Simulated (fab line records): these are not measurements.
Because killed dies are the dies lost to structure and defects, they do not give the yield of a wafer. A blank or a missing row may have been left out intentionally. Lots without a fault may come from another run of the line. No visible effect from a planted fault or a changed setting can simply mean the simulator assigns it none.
Which tool did it? || flow nand-harc || 14 lots, 42 wafers sampled, at 5 steps of a route of 1302

## WHAT EACH GAUGE READ, for each wafer
NHARC_A_ONON_D2_THK_MEAS_21: measures by ellipsometry. Usual: thk-nm at 1001 nm, with a standard deviation of 9.4.
{"lot": "L349", "measured": "day 13 04:22", "on": "film-metro-01", "thk-nm (nm)": "1003 1003 1001", "flag": ""}
{"lot": "L350", "measured": "day 14 01:42", "on": "film-metro-02", "thk-nm (nm)": "992 993 992", "flag": ""}
{"lot": "L351", "measured": "day 14 10:09", "on": "film-metro-01", "thk-nm (nm)": "1003 1002 1002", "flag": ""}
{"lot": "L352", "measured": "day 14 21:15", "on": "film-metro-02", "thk-nm (nm)": "979 979 981", "flag": ""}
{"lot": "L353", "measured": "day 15 04:51", "on": "film-metro-01", "thk-nm (nm)": "986 986 985", "flag": ""}
{"lot": "L358", "measured": "day 17 04:13", "on": "film-metro-02", "thk-nm (nm)": "936 934 934", "flag": "OFF"}
{"lot": "L360", "measured": "day 17 19:32", "on": "film-metro-02", "thk-nm (nm)": "942 941 940", "flag": "OFF"}
{"lot": "L365", "measured": "day 20 05:07", "on": "film-metro-01", "thk-nm (nm)": "1006 1006 1007", "flag": ""}
{"lot": "L366", "measured": "day 20 22:05", "on": "film-metro-02", "thk-nm (nm)": "1005 1004 1004", "flag": ""}
{"lot": "L367", "measured": "day 20 22:07", "on": "film-metro-01", "thk-nm (nm)": "997 998 998", "flag": ""}
{"lot": "L368", "measured": "day 21 17:20", "on": "film-metro-01", "thk-nm (nm)": "999 999 1000", "flag": ""}
{"lot": "L369", "measured": "day 21 17:32", "on": "film-metro-02", "thk-nm (nm)": "993 994 994", "flag": ""}
{"lot": "L371", "measured": "day 22 06:56", "on": "film-metro-01", "thk-nm (nm)": "992 994 992", "flag": ""}
{"lot": "L370", "measured": "day 22 06:58", "on": "film-metro-02", "thk-nm (nm)": "1002 1002 999", "flag": ""}

NHARC_A_ONON_D2_INSPECT_32. Usual: raw-defect-count at 390, with a standard deviation of 130.
{"lot": "L349", "measured": "day 13 06:37", "on": "defect-inspect-01", "raw-defect-count": "320 650 605", "flag": ""}
{"lot": "L350", "measured": "day 14 04:00", "on": "defect-inspect-01", "raw-defect-count": "329 364 396", "flag": ""}
{"lot": "L351", "measured": "day 14 12:25", "on": "defect-inspect-01", "raw-defect-count": "268 400 260", "flag": ""}
{"lot": "L352", "measured": "day 14 23:29", "on": "defect-inspect-01", "raw-defect-count": "267 365 396", "flag": ""}
{"lot": "L353", "measured": "day 15 07:05", "on": "defect-inspect-02", "raw-defect-count": "225 222 295", "flag": ""}
{"lot": "L358", "measured": "day 17 06:28", "on": "defect-inspect-01", "raw-defect-count": "566 520 796", "flag": ""}
{"lot": "L360", "measured": "day 17 21:48", "on": "defect-inspect-02", "raw-defect-count": "424 377 530", "flag": ""}
{"lot": "L365", "measured": "day 20 07:30", "on": "defect-inspect-02", "raw-defect-count": "264 274 552", "flag": ""}
{"lot": "L366", "measured": "day 21 00:25", "on": "defect-inspect-01", "raw-defect-count": "235 192 254", "flag": ""}
{"lot": "L367", "measured": "day 21 00:27", "on": "defect-inspect-02", "raw-defect-count": "638 510 537", "flag": ""}
{"lot": "L368", "measured": "day 21 19:37", "on": "defect-inspect-01", "raw-defect-count": "236 294 378", "flag": ""}
{"lot": "L369", "measured": "day 21 19:49", "on": "defect-inspect-02", "raw-defect-count": "323 400 328", "flag": ""}
{"lot": "L371", "measured": "day 22 09:10", "on": "defect-inspect-02", "raw-defect-count": "434 319 368", "flag": ""}
{"lot": "L370", "measured": "day 22 09:11", "on": "defect-inspect-01", "raw-defect-count": "342 365 435", "flag": ""}

NHARC_END_SORT_01. Usual: killed-at-array 65, standard deviation 19; killed-at-other 0.9, standard deviation 1.1; killed-at-periphery 3.5, standard deviation 2.3; killed-dies 69, standard deviation 19; killed-open 3.2, standard deviation 1.8; killed-short 2.4, standard deviation 1.5.
{"lot": "L350", "measured": "day 25 13:08", "on": "prober-01", "killed-at-array": "53 61 65", "killed-at-other": "0 0 0", "killed-at-periphery": "3 7 1", "killed-dies": "56 68 66", "killed-open": "3 5 2", "killed-short": "3 4 4", "flag": ""}
{"lot": "L358", "measured": "day 29 12:40", "on": "prober-02", "killed-at-array": "674 673 672", "killed-at-other": "0 0 2", "killed-at-periphery": "3 4 3", "killed-dies": "677 677 677", "killed-open": "4 7 7", "killed-short": "2 4 0", "flag": "OFF"}
{"lot": "L360", "measured": "day 29 04:52", "on": "prober-01", "killed-at-array": "671 675 674", "killed-at-other": "1 0 1", "killed-at-periphery": "5 2 2", "killed-dies": "677 677 677", "killed-open": "4 2 4", "killed-short": "5 1 3", "flag": "OFF"}
{"lot": "L365", "measured": "day 31 07:13", "on": "prober-02", "killed-at-array": "99 99 89", "killed-at-other": "4 4 0", "killed-at-periphery": "3 2 6", "killed-dies": "106 105 95", "killed-open": "2 2 7", "killed-short": "2 1 3", "flag": ""}
{"lot": "L366", "measured": "day 32 18:13", "on": "prober-01", "killed-at-array": 84, "killed-at-other": 3, "killed-at-periphery": 1, "killed-dies": 88, "killed-open": 8, "killed-short": 2, "flag": ""}
{"lot": "L367", "measured": "day 33 04:09", "on": "prober-02", "killed-at-array": "82 86 78", "killed-at-other": "4 2 4", "killed-at-periphery": "3 5 4", "killed-dies": "89 93 86", "killed-open": "4 2 6", "killed-short": "3 1 6", "flag": ""}
{"lot": "L368", "measured": "day 33 11:55", "on": "prober-02", "killed-at-array": "59 64 65", "killed-at-other": "2 2 0", "killed-at-periphery": "4 5 0", "killed-dies": "65 71 65", "killed-open": "7 6 3", "killed-short": "2 1 5", "flag": ""}
{"lot": "L369", "measured": "day 33 04:07", "on": "prober-01", "killed-at-array": "75 62 66", "killed-at-other": "3 1 1", "killed-at-periphery": "4 2 1", "killed-dies": "82 65 68", "killed-open": "5 1 2", "killed-short": "3 3 3", "flag": ""}
{"lot": "L371", "measured": "day 34 01:14", "on": "prober-01", "killed-at-array": "59 50 55", "killed-at-other": "1 2 1", "killed-at-periphery": "2 2 2", "killed-dies": "62 54 58", "killed-open": "0 1 6", "killed-short": "3 1 2", "flag": ""}
{"lot": "L370", "measured": "day 34 01:17", "on": "prober-02", "killed-at-array": "60 68 52", "killed-at-other": "0 1 0", "killed-at-periphery": "0 2 1", "killed-dies": "60 71 53", "killed-open": "1 6 3", "killed-short": "0 4 1", "flag": ""}

## TOOL THAT RAN EACH LOT (tool first, then ch and the chambers of the sampled wafers, then the start)
{"lot": "L349", "NHARC_A_CHANNEL_FILL_D1_STRIP_29": "rie-diel-02 ch 1,2, day 13 03:51 or earlier", "NHARC_A_ONON_D2_DEP_19": "pecvd-onon-02 ch 0, day 13 03:51"}
{"lot": "L350", "NHARC_A_CHANNEL_FILL_D1_STRIP_29": "rie-diel-10 ch 0,3, day 14 01:19 or earlier", "NHARC_A_ONON_D2_DEP_19": "pecvd-onon-03 ch 0, day 14 01:19"}
{"lot": "L351", "NHARC_A_CHANNEL_FILL_D1_STRIP_29": "rie-diel-01 ch 0,2, day 14 09:38 or earlier", "NHARC_A_ONON_D2_DEP_19": "pecvd-onon-03 ch 0, day 14 09:38"}
{"lot": "L352", "NHARC_A_CHANNEL_FILL_D1_STRIP_29": "rie-diel-01 ch 1,3, day 12 09:50", "NHARC_A_ONON_D2_DEP_19": "pecvd-onon-03 ch 0, day 14 20:44"}
{"lot": "L353", "NHARC_A_CHANNEL_FILL_D1_STRIP_29": "rie-diel-02 ch 1,2,3, day 15 04:20 or earlier", "NHARC_A_ONON_D2_DEP_19": "pecvd-onon-01 ch 0, day 15 04:20"}
{"lot": "L358", "NHARC_A_CHANNEL_FILL_D1_STRIP_29": "rie-diel-02 ch 0,1, day 17 03:46 or earlier", "NHARC_A_ONON_D2_DEP_19": "pecvd-onon-03 ch 0, day 17 03:46"}
{"lot": "L360", "NHARC_A_CHANNEL_FILL_D1_STRIP_29": "rie-diel-10 ch 0,1,3, day 17 19:05 or earlier", "NHARC_A_ONON_D2_DEP_19": "pecvd-onon-03 ch 0, day 17 19:05"}
{"lot": "L365", "NHARC_A_CHANNEL_FILL_D1_STRIP_29": "rie-diel-01 ch 0,1,2, day 20 04:39 or earlier", "NHARC_A_ONON_D2_DEP_19": "pecvd-onon-03 ch 0, day 20 04:39"}
{"lot": "L366", "NHARC_A_CHANNEL_FILL_D1_STRIP_29": "rie-diel-01 ch 0,1, day 20 21:38 or earlier", "NHARC_A_ONON_D2_DEP_19": "pecvd-onon-01 ch 0, day 20 21:38"}
{"lot": "L367", "NHARC_A_CHANNEL_FILL_D1_STRIP_29": "rie-diel-01 ch 2,3, day 20 21:37 or earlier", "NHARC_A_ONON_D2_DEP_19": "pecvd-onon-02 ch 0, day 20 21:37"}
{"lot": "L368", "NHARC_A_CHANNEL_FILL_D1_STRIP_29": "rie-diel-02 ch 0,2,3, day 21 16:50 or earlier", "NHARC_A_ONON_D2_DEP_19": "pecvd-onon-02 ch 0, day 21 16:50"}
{"lot": "L369", "NHARC_A_CHANNEL_FILL_D1_STRIP_29": "rie-diel-02 ch 0,1,2, day 21 17:01 or earlier", "NHARC_A_ONON_D2_DEP_19": "pecvd-onon-01 ch 0, day 21 17:01"}
{"lot": "L371", "NHARC_A_CHANNEL_FILL_D1_STRIP_29": "rie-diel-02 ch 0,1,2, day 22 06:26 or earlier", "NHARC_A_ONON_D2_DEP_19": "pecvd-onon-03 ch 0, day 22 06:26"}
{"lot": "L370", "NHARC_A_CHANNEL_FILL_D1_STRIP_29": "rie-diel-01 ch 1,2,3, day 22 06:27 or earlier", "NHARC_A_ONON_D2_DEP_19": "pecvd-onon-02 ch 0, day 22 06:27"}
- NHARC_A_CHANNEL_FILL_D1_STRIP_29: strips in O2, time 20 s.
- NHARC_A_ONON_D2_DEP_19: target thk 1000 nm.

## AS READ BY THE TOOLS THEMSELVES (means over the sampled wafers that have a number; for cases with no such wafer, the mark the record gives instead)
NHARC_A_CHANNEL_FILL_D1_STRIP_29. Usual: drypump-motor-current-A 5.7 A, standard deviation 0.35; oes-product-au 0.999 a.u., standard deviation 0.0094; rf-vpp-V 57.9 V, standard deviation 0.83; showerhead-plenum-p-Torr 3.49 Torr, standard deviation 0.099; throttle-valve-pct 17.036 %, standard deviation 0.0099.
{"lot": "L349", "tool": "rie-diel-02", "drypump-motor-current-A (A)": 5.6, "oes-product-au (a.u.)": 1.004, "rf-vpp-V (V)": 58.0, "showerhead-plenum-p-Torr (Torr)": 3.55, "throttle-valve-pct (%)": 17.034, "flag": ""}
{"lot": "L350", "tool": "rie-diel-10", "drypump-motor-current-A (A)": 5.9, "oes-product-au (a.u.)": 0.994, "rf-vpp-V (V)": 57.4, "showerhead-plenum-p-Torr (Torr)": 3.62, "throttle-valve-pct (%)": 17.032, "flag": ""}
{"lot": "L351", "tool": "rie-diel-01", "drypump-motor-current-A (A)": 5.8, "oes-product-au (a.u.)": 1.008, "rf-vpp-V (V)": 57.9, "showerhead-plenum-p-Torr (Torr)": 3.46, "throttle-valve-pct (%)": 17.036, "flag": ""}
{"lot": "L352", "tool": "rie-diel-01", "drypump-motor-current-A (A)": 5.4, "oes-product-au (a.u.)": 0.993, "rf-vpp-V (V)": 57.5, "showerhead-plenum-p-Torr (Torr)": 3.42, "throttle-valve-pct (%)": 17.031, "flag": ""}
{"lot": "L353", "tool": "rie-diel-02", "drypump-motor-current-A (A)": 5.7, "oes-product-au (a.u.)": 0.993, "rf-vpp-V (V)": 57.7, "showerhead-plenum-p-Torr (Torr)": 3.47, "throttle-valve-pct (%)": 17.044, "flag": ""}
{"lot": "L358", "tool": "rie-diel-02", "drypump-motor-current-A (A)": 6.0, "oes-product-au (a.u.)": 1.000, "rf-vpp-V (V)": 58.4, "showerhead-plenum-p-Torr (Torr)": 3.51, "throttle-valve-pct (%)": 17.029, "flag": ""}
{"lot": "L360", "tool": "rie-diel-10", "drypump-motor-current-A (A)": 5.7, "oes-product-au (a.u.)": 0.997, "rf-vpp-V (V)": 58.2, "showerhead-plenum-p-Torr (Torr)": 3.58, "throttle-valve-pct (%)": 17.034, "flag": ""}
{"lot": "L365", "tool": "rie-diel-01", "drypump-motor-current-A (A)": 5.5, "oes-product-au (a.u.)": 0.999, "rf-vpp-V (V)": 57.2, "showerhead-plenum-p-Torr (Torr)": 3.45, "throttle-valve-pct (%)": 17.031, "flag": ""}
{"lot": "L366", "tool": "rie-diel-01", "drypump-motor-current-A (A)": 5.4, "oes-product-au (a.u.)": 0.994, "rf-vpp-V (V)": 57.7, "showerhead-plenum-p-Torr (Torr)": 3.36, "throttle-valve-pct (%)": 17.034, "flag": ""}
{"lot": "L367", "tool": "rie-diel-01", "drypump-motor-current-A (A)": 5.7, "oes-product-au (a.u.)": 1.006, "rf-vpp-V (V)": 58.2, "showerhead-plenum-p-Torr (Torr)": 3.57, "throttle-valve-pct (%)": 17.041, "flag": ""}
{"lot": "L368", "tool": "rie-diel-02", "drypump-motor-current-A (A)": 5.8, "oes-product-au (a.u.)": 1.002, "rf-vpp-V (V)": 57.0, "showerhead-plenum-p-Torr (Torr)": 3.44, "throttle-valve-pct (%)": 17.030, "flag": ""}
{"lot": "L369", "tool": "rie-diel-02", "drypump-motor-current-A (A)": 5.7, "oes-product-au (a.u.)": 1.000, "rf-vpp-V (V)": 58.0, "showerhead-plenum-p-Torr (Torr)": 3.52, "throttle-valve-pct (%)": 17.035, "flag": ""}
{"lot": "L371", "tool": "rie-diel-02", "drypump-motor-current-A (A)": 5.7, "oes-product-au (a.u.)": 0.996, "rf-vpp-V (V)": 58.2, "showerhead-plenum-p-Torr (Torr)": 3.52, "throttle-valve-pct (%)": 17.033, "flag": ""}
{"lot": "L370", "tool": "rie-diel-01", "drypump-motor-current-A (A)": 5.5, "oes-product-au (a.u.)": 0.995, "rf-vpp-V (V)": 58.0, "showerhead-plenum-p-Torr (Torr)": 3.50, "throttle-valve-pct (%)": 17.035, "flag": ""}

## THE ANSWER, worked out from the rows above alone
Rule: a lot is off if the mean of its wafers that have a number lies more than 3 standard deviations from the usual mean. A lot without any number at a reading at which 4 lots or more have one is off too. All remaining lots with rows at the step are treated as sound. After the gauges, taken in route order, come the tools' own readings; for these a lot's mean is taken, as printed above. At the first step where some lot is off, the reading lying furthest off is the one used; lots without a number count as furthest.
Off at NHARC_A_ONON_D2_THK_MEAS_21 (thk-nm): L358, L360.
If a tool, at a process step before that reading, ran all the lots that are off and no sound lot after the first of them, it fits. Not tried: the gauges at NHARC_A_ONON_D2_THK_MEAS_21; whatever is off there is also off at NHARC_END_SORT_01, on other tools, and gauge error can't account for it. NHARC_A_CHANNEL_FILL_D1_STRIP_29: start missing for some lots; hours and lot order therefore follow NHARC_A_ONON_D2_DEP_19. Not one of the candidates tried fits.

## WHAT WAS PUT IN BY THE SIMULATOR
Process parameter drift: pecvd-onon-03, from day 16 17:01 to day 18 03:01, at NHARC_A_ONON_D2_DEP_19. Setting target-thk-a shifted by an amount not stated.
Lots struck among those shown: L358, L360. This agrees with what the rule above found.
